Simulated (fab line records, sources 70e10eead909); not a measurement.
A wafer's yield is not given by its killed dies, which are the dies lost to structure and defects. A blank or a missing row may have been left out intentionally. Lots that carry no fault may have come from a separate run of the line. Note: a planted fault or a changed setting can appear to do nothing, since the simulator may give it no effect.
A struck lot beside a sound one | flow nand-harc | 18 steps out of a route of 1159
Sound: wafers L316.1, L316.2, L316.4. Struck: wafers L322.1, L322.2, L322.4. Last of all comes the cause.
At each step with rows: each side's tool, then ch and its chambers, then its first start. Under that, the readings that differ: sound wafers | struck wafers | difference of the means | sigmas: that difference in standard deviations of wafers without a fault.
alike: readings with means less than 2 such deviations apart, plus words and numbers identical on both sides. not compared: withheld readings, readings lacking a value on some wafer, bounds such as >300 that could conceal the same value, and numbers that have no deviation in the record and whose values overlap.
Wherever a step has rows on one side only, a row that says differs or no value, or a row with sigmas, the two part there. Non-overlapping numbers with no deviation appear without sigmas and do not part them. A reading that every wafer of one side lacks parts them only if that side has two wafers or more.

NHARC_P_GATE_CD_MEAS_46: the cd target is 720 nm.
  sound on cd-sem-02 ch 0, day 6 21:34; struck on cd-sem-02 ch 0, day 8 12:13
  alike: cd-nm
then, 1 step without rows for these wafers: NHARC_P_GATE_HARDBAKE_47 (time 80 s).
NHARC_P_GATE_DESCUM_48: chemistry O2, time 3 s.
  sound on rie-diel-02 ch 0,1,3, day 6 21:44; struck on rie-diel-02 ch 0,1,3, day 8 12:22
  reading                | sound    | struck | difference | sigmas
  rf-hours-counter-h (h) | 30 32 32 | 3 3 3  | -28        |
  alike: drypump-motor-current-A, oes-product-au, rf-vpp-V, showerhead-plenum-p-Torr, throttle-valve-pct
next, for these wafers, 1 step has no rows: NHARC_P_GATE_IMPLANT_49.
NHARC_P_GATE_STRIP_111: strips in N2/H2, time 250 s.
  sound on plasma-asher-01 ch 0,1, day 6 22:06; struck on plasma-asher-01 ch 0,1, day 8 12:47
  alike: drypump-motor-current-A, heater-power-w
  not compared: rf-hours-counter-h
NHARC_P_GATE_STRIP_75: strips in O2.
  sound on plasma-asher-01 ch 0,1, day 6 22:24; struck on plasma-asher-01 ch 0,1, day 8 13:05
  alike: drypump-motor-current-A, heater-power-w
  not compared: rf-hours-counter-h
then, 6 steps without rows for these wafers: NHARC_P_GATE_STRIP_50 (strips in SPM, time 900 s); NHARC_P_GATE_DEHYDRATE_51 (time 120 s); NHARC_P_GATE_HMDS_52 (time 30 s); NHARC_P_GATE_COAT_53; NHARC_P_GATE_SOFTBAKE_54 (time 95 s); NHARC_P_GATE_EBR_55.
NHARC_P_GATE_EXPOSE_56: exposes mask P PSD, target cd 720 nm.
  sound on krf-scanner-01 ch 0, day 6 23:10; struck on krf-scanner-02 ch 0, day 8 13:44
  reading | sound                   | struck                           | difference | sigmas
  mask    | P_PSD#0 P_PSD#0 P_PSD#0 | P_PSD_R1#0 P_PSD_R1#0 P_PSD_R1#0 | differs    |
then, 2 steps without rows for these wafers: NHARC_P_GATE_PEB_57 (peb time 85 s); NHARC_P_GATE_DEVELOP_58 (time 70 s).
NHARC_P_GATE_CD_MEAS_59: the cd target is 720 nm.
  sound on cd-sem-02 ch 0, day 6 23:19; struck on cd-sem-03 ch 0, day 8 13:53
  reading    | sound             | struck            | difference | sigmas
  cd-nm (nm) | 721.7 720.4 722.2 | 704.2 703.4 705.0 | -17.2      | -11
then, 1 step without rows for these wafers: NHARC_P_GATE_HARDBAKE_60 (time 80 s).
-- record jumps: 13 days between struck wafers' starts before vs after; left off in module P_GATE, resumes in module END, first step shown is number 1159 of the route --
NHARC_END_SORT_01:
  here the record holds rows for the struck wafers (prober-01 ch 0, day 21 19:05) but none for the sound ones

## WHERE THEY PART
At NHARC_P_GATE_EXPOSE_56 first; at NHARC_END_SORT_01 last (within this record only).

WHY: the cause the simulator had injected
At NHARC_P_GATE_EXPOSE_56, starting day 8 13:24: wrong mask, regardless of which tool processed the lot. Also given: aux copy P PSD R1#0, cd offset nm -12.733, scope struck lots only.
